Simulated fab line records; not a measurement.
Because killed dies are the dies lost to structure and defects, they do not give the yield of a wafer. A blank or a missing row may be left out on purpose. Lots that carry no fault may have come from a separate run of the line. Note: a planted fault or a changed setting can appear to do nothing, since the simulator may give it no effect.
fab line records    flow nandHarc    part 2 of 2: steps 23 to 33 of 33
record lots=5  wafers=15  lastDay=32
route steps=1302 shown A_SLIT@943 A_SIN_REMOVE@947 A_WL_FILL@952
lots with no fault: from the same line, run without faults
startH: start of the lot's first displayed wafer, in hours after the record's first day    waitH: how many hours have passed since the lot's step before this one    " as in the row above    L1.1+2: one row covering several wafers at once    - no value, or no start was given    * or withheld: withheld    < > ~ a bound
route shown NAME@n: names a module that has steps shown in the file, with the first one's number in the route    usual: mean and standard deviation over wafers with no fault    same: alike in all rows    chamber/n: place in a boat    sites: each site's reading    _std_site: their standard deviation    _edge_site: the outer-site mean with the inner-site mean subtracted    radiusMm: how far each site lies from the wafer's centre    mask NAME#n: copy n    behind: tool/chamber where the wafer was last shaped    hold: the reason the lot was held/the length of the hold in hours/how it ended    device: the transistor (n, p or np) that didn't switch    end of line: the tests these same wafers got at the end of their route    for a step that has no rows: nothing shown but its recipe    killed: the dies lost at the first sort to structure and to defects; this is not the yield of the wafer    map: shows each die of a wafer: x if killed, . if not, _ if none is there
set.NAME: setting as actually run; set.NAME@STEP: the setting as run at that earlier step    model.NAME: the simulator's own value behind a step, which no gauge read
lots at some steps of the route; a table a step, a row a wafer
services: a tool's chamber out of use, with start hour (startH, from the record's first day; less than 0 if before it), hours out, and reason
## steps
# step NHARC_A_WL_FILL_ETCHBACK_17
# recipe targetDepthA=40  timeS=26.7  chemistry=Cl2/BCl3
# usual drypumpMotorCurrentA=5.8/0.35  oesProductAu=1.001/0.0071
lot.wafer  tool         chamber  startH  waitH  drypumpMotorCurrentA  oesProductAu  rfHoursCounterH
L080.2     rieMetal-01  0        532.54  -      5.8                   1.002         2.0
L080.3     "            1        "       "      5.8                   0.993         -
L080.6     "            0        "       "      5.8                   1.008         -
L085.2     rieMetal-03  0        598.07  -      5.7                   0.998         1.5
L085.4     "            1        "       "      6.5                   1.001         -
L085.6     "            0        "       "      5.7                   0.986         -
L087.4     rieMetal-02  0        600.65  -      5.4                   0.988         -
L087.3     "            1        "       "      5.6                   0.991         -
L087.6     "            0        "       "      5.4                   0.989         -
L092.2     rieMetal-01  1        657.45  -      5.8                   1.000         1.8
L092.4     "            0        "       "      5.8                   1.007         -
L092.5     "            1        "       "      5.8                   0.986         -
L095.1     rieMetal-03  1        681.48  -      6.5                   1.012         2.6
L095.5     "            0        "       "      5.7                   0.997         -
L095.6     "            1        "       "      6.5                   1.008         -
# step NHARC_A_WL_FILL_PRECLEAN_18
# recipe timeS=30  chemistry=dHF
lot.wafer   tool         chamber  startH  waitH
L080.2+3+6  wetBench-06  5,6,7    532.72  0.2
L085.4+6+2  wetBench-07  2,4,7    598.25  0.1
L087.4+3+6  wetBench-07  2,3,4    600.80  0.1
L092.4+2+5  wetBench-03  1,3,5    657.61  0.1
L095.6+1+5  wetBench-03  3,4,5    681.65  0.1
# step NHARC_A_WL_FILL_SRD_21
lot.wafer   tool         chamber  startH  waitH
L080.2+3+6  wetBench-06  5,6,7    532.74  0.0
L085.4+6+2  wetBench-07  2,4,7    598.28  0.0
L087.4+3+6  wetBench-07  2,3,4    600.83  0.0
L092.4+2+5  wetBench-03  1,3,5    -       -
L095.6+1+5  wetBench-03  3,4,5    681.67  0.0
# step NHARC_A_WL_FILL_CVD_23
# recipe targetThkA=400  tempC=620  pressureMtorr=200  timeS=800  material=poly-Si
# usual pressureMtorr=200.0/0.38  spikeTcBottomC=639.5/1.5  tubeCenterTempC=620/0.055  zonePowerBottomPct=13.2/0.37
lot.wafer  tool          chamber  startH  waitH  pressureMtorr  spikeTcBottomC  tubeCenterTempC  zonePowerBottomPct
L080.2     lpcvdPoly-03  0        535.19  2.4    200.2          640.3           620.03           12.9
L080.3     "             0        "       "      199.9          639.1           620.05           13.1
L080.6     "             0        "       "      199.9          640.6           619.98           12.8
L085.2     lpcvdPoly-03  0        600.73  2.4    199.3          641.5           620.05           13.1
L085.4     "             0        "       "      199.7          640.2           619.95           12.9
L085.6     "             0        "       "      199.9          638.2           619.95           12.9
L087.3     lpcvdPoly-03  0        603.28  2.4    200.1          639.8           620              12.9
L087.4     "             0        "       "      200.6          639.6           620              13.0
L087.6     "             0        "       "      200.2          641.4           619.94           12.8
L092.2     lpcvdPoly-03  0        660.09  2.4    199.5          638.5           619.99           12.7
L092.4     "             0        "       "      199.8          640.3           619.97           12.8
L092.5     "             0        "       "      199.7          641.4           620.07           13.1
L095.1     lpcvdPoly-03  0        684.12  2.4    199.8          639.4           619.98           12.8
L095.5     "             0        "       "      200.3          640.2           619.98           12.9
L095.6     "             0        "       "      200.3          640.6           620.04           12.9
# step NHARC_A_WL_FILL_ETCHBACK_26
# recipe targetDepthA=520  timeS=13.3  hbrFlowSccm=150  rfW=350  icpW=350  biasW=60  chemistry=HBr
# usual drypumpMotorCurrentA=5.69/0.3  hbrFlowSccm=150.0/0.44  oesProductAu=1.001/0.0073  throttleValvePct=23.266/0.0099
lot.wafer  tool      chamber  startH  waitH  drypumpMotorCurrentA  hbrFlowSccm  oesProductAu  rfHoursCounterH  throttleValvePct
L080.3     rieSi-03  3        537.79  0.4    5.99                  149.8        1.004         0.78             23.262
L080.2     "         0        "       "      5.30                  150.6        1.007         0.83             23.272
L080.6     "         2        "       "      5.59                  149.8        1.006         -                23.264
L085.2     rieSi-02  3        603.33  0.4    5.96                  149.4        1.010         0.83             23.268
L085.4     "         0        "       "      5.52                  149.3        1.003         0.77             23.285
L085.6     "         2        "       "      5.71                  150.0        1.011         -                23.268
L087.4     rieSi-02  2        605.82  0.4    5.68                  149.0        1.003         0.78             23.281
L087.3     "         0        "       "      5.55                  149.7        0.987         0.79             23.268
L087.6     "         1        "       "      5.39                  149.4        1.002         -                23.254
L092.2     rieSi-03  2        662.69  0.4    5.51                  150.0        1.013         0.63             23.267
L092.4     "         3        "       "      5.99                  150.9        1.011         0.58             23.258
L092.5     "         2        "       "      5.54                  149.9        1.010         -                23.255
L095.1     rieSi-02  1        686.72  0.4    5.38                  149.9        0.999         0.32             23.262
L095.5     "         1        "       "      5.36                  149.9        0.987         -                23.279
L095.6     "         2        "       "      5.69                  149.7        0.996         -                23.261
# step NHARC_A_WL_FILL_PRECLEAN_30
# recipe timeS=10  chemistry=dHF
lot.wafer   tool         chamber  startH  waitH
L080.6+3+2  wetBench-07  4,0,1    537.90  0.1
L085.6+4+2  wetBench-07  1,3,6    603.46  0.1
L087.3+4+6  wetBench-07  7,0,1    605.96  0.1
L092.4+2+5  wetBench-03  1,3,5    662.83  0.1
L095.6+1+5  wetBench-07  1,3,5    686.86  0.1
# step NHARC_A_WL_FILL_SRD_14
lot.wafer   tool         chamber  startH  waitH
L080.6+3+2  wetBench-07  4,0,1    537.93  0.0
L085.6+4+2  wetBench-07  1,3,6    603.48  0.0
L087.3+4+6  wetBench-07  7,0,1    605.97  0.0
L092.4+2+5  wetBench-03  1,3,5    662.85  0.0
L095.6+1+5  wetBench-07  1,3,5    686.89  0.0
# step NHARC_A_WL_FILL_ALD_19
# recipe targetThkA=20  pulseTimeS=3  aldCycles=100  tempC=450  material=TiN
# usual heaterPowerW=1070/77  precursorPulseHeightRel=1.000/0.018
lot.wafer  tool         chamber  startH  waitH  heaterPowerW  precursorPulseHeightRel
L080.2     aldMetal-01  1        538.05  0.1    1163          1.020
L080.3     "            3        "       "      946           0.979
L080.6     "            0        "       "      967           0.998
L085.4     aldMetal-03  3        603.58  0.1    1063          0.993
L085.2     "            0        "       "      958           1.013
L085.6     "            3        "       "      1057          0.990
L087.3     aldMetal-01  1        606.09  0.1    1161          0.988
L087.4     "            3        "       "      980           1.013
L087.6     "            1        "       "      1168          1.011
L092.4     aldMetal-01  1        663.00  0.1    1170          0.999
L092.2     "            2        "       "      1096          1.009
L092.5     "            0        "       "      1002          0.991
L095.1     aldMetal-01  1        687.01  0.1    1194          1.040
L095.6     "            0        "       "      993           1.029
L095.5     "            1        "       "      1199          1.004
# step NHARC_A_WL_FILL_CVD_20
# recipe targetThkA=1000  tempC=400  pressureTorr=40  wf6FlowSccm=40  h2FlowSccm=1600  arFlowSccm=1560  timeS=74  material=W
# usual heaterPowerW=854/36  throttleValvePct=8.14/0.24
lot.wafer  tool     chamber  startH  waitH  heaterPowerW  throttleValvePct
L080.2     cvdW-01  1        -       -      899           7.96
L080.3     "        0        "       "      850           7.97
L080.6     "        0        "       "      830           8.18
L085.2     cvdW-01  1        -       -      864           7.97
L085.4     "        1        "       "      861           7.89
L085.6     "        1        "       "      879           8.03
L087.4     cvdW-01  0        -       -      804           8.03
L087.3     "        1        "       "      872           8.09
L087.6     "        0        "       "      805           7.70
L092.2     cvdW-01  1        -       -      883           8.02
L092.4     "        0        "       "      817           8.12
L092.5     "        1        "       "      889           8.00
L095.1     cvdW-01  0        -       -      799           8.44
L095.6     "        0        "       "      793           8.11
L095.5     "        1        "       "      909           8.13
# step NHARC_A_WL_FILL_CMP_12
# recipe tOverpolishS=30  targetThkNm=100
# usual motorCurrentA=12.2/1.3  overpolishRunS=29.999/0.0091  timeToEndpointS=19.8/2.2
lot.wafer  tool    chamber  startH  waitH  motorCurrentA  overpolishRunS  timeToEndpointS
L080.2     cmp-01  1        538.41  0.2    14.1           29.992          22.4
L080.3     "       2        "       "      13.6           29.992          21.7
L080.6     "       1        "       "      13.3           29.999          25.1
L085.4     cmp-02  1        603.99  0.1    11.2           29.982          18.5
L085.2     "       3        "       "      12.6           30.000          19.5
L085.6     "       0        "       "      10.1           29.986          20.9
L087.4     cmp-03  0        606.49  0.1    11.9           29.999          16.4
L087.3     "       1        "       "      9.8            30.012          17.3
L087.6     "       3        "       "      11.4           29.993          21.8
L092.2     cmp-02  3        663.36  0.2    12.3           29.987          18.7
L092.4     "       1        "       "      11.2           30.004          18.3
L092.5     "       3        "       "      12.7           29.996          16.7
L095.1     cmp-03  1        687.39  0.2    11.1           29.996          23.5
L095.6     "       0        "       "      12.0           29.981          22.6
L095.5     "       1        "       "      10.1           29.986          21.1
# step NHARC_A_WL_FILL_SRD_31
lot.wafer   tool         chamber  startH  waitH
L080.3+2+6  wetBench-06  5,6,1    538.74  0.0
L085.6+4+2  wetBench-07  0,2,4    604.29  0.0
L087.4+6+3  wetBench-06  6,7,1    606.79  0.0
L092.4+2+5  wetBench-07  6,0,2    663.66  0.0
L095.5+1+6  wetBench-03  3,5,0    687.69  0.0
## services
tool            chamber  startH  hours  kind
rieDiel-12      2        494.18  2.6    repair
wetBench-07     -        512.00  8.0    pm
wetH3po4-01     -        512.38  8.0    pm
plasmaAsher-01  -        519.00  9.0    pm
rieMetal-03     -        519.00  9.0    pm
aldMetal-01     -        526.00  10.0   pm
rieSi-02        2        536.42  8.7    repair
aldMetal-01     1        540.69  10.3   repair
rieDiel-08      -        544.80  9.0    pm
wetBench-06     -        545.60  8.0    pm
cvdW-01         -        547.36  13.0   pm
aldHk-01        -        552.15  0.6    repair
wetH3po4-01     -        552.82  11.5   repair
wetBench-03     -        562.45  8.0    pm
rieDiel-12      3        562.71  7.5    repair
rieMetal-01     -        575.11  9.0    pm
wetBench-04     -        579.27  8.0    pm
rieDiel-12      3        591.69  6.0    repair
plasmaAsher-01  -        594.24  2.0    repair
rieDiel-11      -        619.05  9.0    pm
rieMetal-01     0        630.73  3.7    repair
rieDiel-11      3        668.51  6.2    repair
rieDiel-11      0        676.86  7.8    repair
rieDiel-11      1        685.87  15.6   repair
